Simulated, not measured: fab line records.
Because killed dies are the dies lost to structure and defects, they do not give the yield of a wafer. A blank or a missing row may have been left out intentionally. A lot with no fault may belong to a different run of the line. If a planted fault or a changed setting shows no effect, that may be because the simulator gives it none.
What tool caused it? || flow nandHarc || 12 lots, 36 wafers sampled, at 5 steps of a route of 1302

== WHAT THE GAUGES SHOWED, per wafer ==
NHARC_A_CONTACT_CD_MEAS_53.
{"lot": "L076", "measured": "day 22 00:17", "on": "cdSem-01", "cdNm (nm)": "290.6 289.6 289.7"}
{"lot": "L077", "measured": "day 23 11:08", "on": "cdSem-03", "cdNm (nm)": "288.2 289.8 291.2"}
{"lot": "L078", "measured": "day 23 15:23", "on": "cdSem-01", "cdNm (nm)": "290.0 288.2 289.4"}
{"lot": "L081", "measured": "day 25 04:13", "on": "cdSem-02", "cdNm (nm)": "289.7 289.2 289.6"}
{"lot": "L083", "measured": "day 25 11:04", "on": "cdSem-01", "cdNm (nm)": "289.7 289.4 289.6"}
{"lot": "L085", "measured": "day 26 05:25", "on": "cdSem-03", "cdNm (nm)": "289.7 288.6 288.9"}
{"lot": "L089", "measured": "day 27 09:55", "on": "cdSem-01", "cdNm (nm)": "289.5 288.9 289.6"}
{"lot": "L087", "measured": "day 27 15:06", "on": "cdSem-01", "cdNm (nm)": "288.8 288.3 288.8"}
{"lot": "L092", "measured": "day 28 21:29", "on": "cdSem-03", "cdNm (nm)": "290.1 290.0 289.7"}
{"lot": "L093", "measured": "day 29 18:08", "on": "cdSem-03", "cdNm (nm)": "290.8 290.7 290.6"}
{"lot": "L094", "measured": "day 31 01:06", "on": "cdSem-03", "cdNm (nm)": "290.5 289.1 290.7"}
{"lot": "L096", "measured": "day 31 06:05", "on": "cdSem-03", "cdNm (nm)": "289.1 290.1 289.4"}

== WHAT TOOL EACH LOT RAN ON (gives the tool, then ch and the chambers of the sampled wafers, and finally the start) ==
{"lot": "L076", "NHARC_A_WL_FILL_ALD_10": "aldHk-01 ch 1,2,3, day 21 01:28", "NHARC_A_CONTACT_ETCH_114": "harCapEtch-02 ch 0,1, day 21 21:34", "NHARC_A_CONTACT_ETCH_115": "harCapEtch-02 ch 0,1, day 21 21:44", "NHARC_A_CONTACT_ETCH_122": "harCapEtch-02 ch 0,1, day 21 22:56"}
{"lot": "L077", "NHARC_A_WL_FILL_ALD_10": "aldHk-04 ch 0,2,3, day 22 13:36", "NHARC_A_CONTACT_ETCH_114": "harCapEtch-02 ch 0,1, day 23 08:26", "NHARC_A_CONTACT_ETCH_115": "harCapEtch-02 ch 0,1, day 23 08:37", "NHARC_A_CONTACT_ETCH_122": "harCapEtch-02 ch 0,1, day 23 09:49"}
{"lot": "L078", "NHARC_A_WL_FILL_ALD_10": "aldHk-03 ch 1,3, day 22 16:52", "NHARC_A_CONTACT_ETCH_114": "harCapEtch-01 ch 0,1, day 23 12:39", "NHARC_A_CONTACT_ETCH_115": "harCapEtch-01 ch 0,1, day 23 12:49", "NHARC_A_CONTACT_ETCH_122": "harCapEtch-01 ch 0,1, day 23 14:01"}
{"lot": "L081", "NHARC_A_WL_FILL_ALD_10": "aldHk-01 ch 0,2,3, day 24 05:08", "NHARC_A_CONTACT_ETCH_114": "harCapEtch-02 ch 0,1, day 25 00:49", "NHARC_A_CONTACT_ETCH_115": "harCapEtch-02 ch 0,1, day 25 01:03", "NHARC_A_CONTACT_ETCH_122": "harCapEtch-02 ch 0,1, day 25 02:39"}
{"lot": "L083", "NHARC_A_WL_FILL_ALD_10": "aldHk-04 ch 0,3, day 24 13:07", "NHARC_A_CONTACT_ETCH_114": "harCapEtch-03 ch 0,1, day 25 08:20", "NHARC_A_CONTACT_ETCH_115": "harCapEtch-03 ch 0,1, day 25 08:31", "NHARC_A_CONTACT_ETCH_122": "harCapEtch-03 ch 0,1, day 25 09:42"}
{"lot": "L085", "NHARC_A_WL_FILL_ALD_10": "aldHk-01 ch 2,3, day 25 00:58", "NHARC_A_CONTACT_ETCH_114": "harCapEtch-02 ch 0,1, day 26 02:46", "NHARC_A_CONTACT_ETCH_115": "harCapEtch-02 ch 0,1, day 26 02:56", "NHARC_A_CONTACT_ETCH_122": "harCapEtch-02 ch 0,1, day 26 04:07"}
{"lot": "L089", "NHARC_A_WL_FILL_ALD_10": "aldHk-03 ch 0,1, day 26 07:46", "NHARC_A_CONTACT_ETCH_114": "harCapEtch-01 ch 0,1, day 27 07:12", "NHARC_A_CONTACT_ETCH_115": "harCapEtch-01 ch 0,1, day 27 07:22", "NHARC_A_CONTACT_ETCH_122": "harCapEtch-01 ch 0,1, day 27 08:34"}
{"lot": "L087", "NHARC_A_WL_FILL_ALD_10": "aldHk-01 ch 1,3, day 26 17:27", "NHARC_A_CONTACT_ETCH_114": "harCapEtch-03 ch 0,1, day 27 12:22", "NHARC_A_CONTACT_ETCH_115": "harCapEtch-03 ch 0,1, day 27 12:32", "NHARC_A_CONTACT_ETCH_122": "harCapEtch-03 ch 0,1, day 27 13:44"}
{"lot": "L092", "NHARC_A_WL_FILL_ALD_10": "aldHk-01 ch 1,2, day 27 23:20", "NHARC_A_CONTACT_ETCH_114": "harCapEtch-01 ch 0,1, day 28 18:45", "NHARC_A_CONTACT_ETCH_115": "harCapEtch-01 ch 0,1, day 28 18:55", "NHARC_A_CONTACT_ETCH_122": "harCapEtch-01 ch 0,1, day 28 20:07"}
{"lot": "L093", "NHARC_A_WL_FILL_ALD_10": "aldHk-03 ch 0,3, day 28 11:44", "NHARC_A_CONTACT_ETCH_114": "harCapEtch-01 ch 0,1, day 29 15:29", "NHARC_A_CONTACT_ETCH_115": "harCapEtch-01 ch 0,1, day 29 15:39", "NHARC_A_CONTACT_ETCH_122": "harCapEtch-01 ch 0,1, day 29 16:51"}
{"lot": "L094", "NHARC_A_WL_FILL_ALD_10": "aldHk-03 ch 1,2,3, day 29 23:01", "NHARC_A_CONTACT_ETCH_114": "harCapEtch-01 ch 0,1, day 30 22:22", "NHARC_A_CONTACT_ETCH_115": "harCapEtch-01 ch 0,1, day 30 22:32", "NHARC_A_CONTACT_ETCH_122": "harCapEtch-01 ch 0,1, day 30 23:44"}
{"lot": "L096", "NHARC_A_WL_FILL_ALD_10": "aldHk-04 ch 0,3, day 30 02:50", "NHARC_A_CONTACT_ETCH_114": "harCapEtch-02 ch 0,1, day 31 03:14", "NHARC_A_CONTACT_ETCH_115": "harCapEtch-02 ch 0,1, day 31 03:24", "NHARC_A_CONTACT_ETCH_122": "harCapEtch-02 ch 0,1, day 31 04:36"}
- NHARC_A_WL_FILL_ALD_10: deposits SiO2, target thk 50 nm, pulse time 10 s, ald cycles 500.
- NHARC_A_CONTACT_ETCH_114: etches the open film in C4F8/O2/Ar, time 190 s, target depth 1850 nm.
- NHARC_A_CONTACT_ETCH_115: etches the open film in C4F8/O2/Ar, time 190 s, target depth 1850 nm.
- NHARC_A_CONTACT_ETCH_122: etches the open film in C4F8/O2/Ar, time 190 s, target depth 1850 nm.

== THE ANSWER, worked out from the rows above alone ==
Rule: the usual values come from the lots themselves. The widest of any qualifying gaps counts: lots, ordered by their means at a reading, are off when they make up no more than a third of the lots, leave a main group of 4 or more, and stand apart from it by 3 or more times the standard deviation of that group's means. Not used: any main group whose means are identical at the precision the tables above print for the reading. Also off: a lot with no number at a reading for which 4 or more lots have one. Any other lot the step has rows for is counted as sound.
No lot is off on any of the readings shown, so nothing can be concluded from this.

== WHAT WAS PUT IN BY THE SIMULATOR ==
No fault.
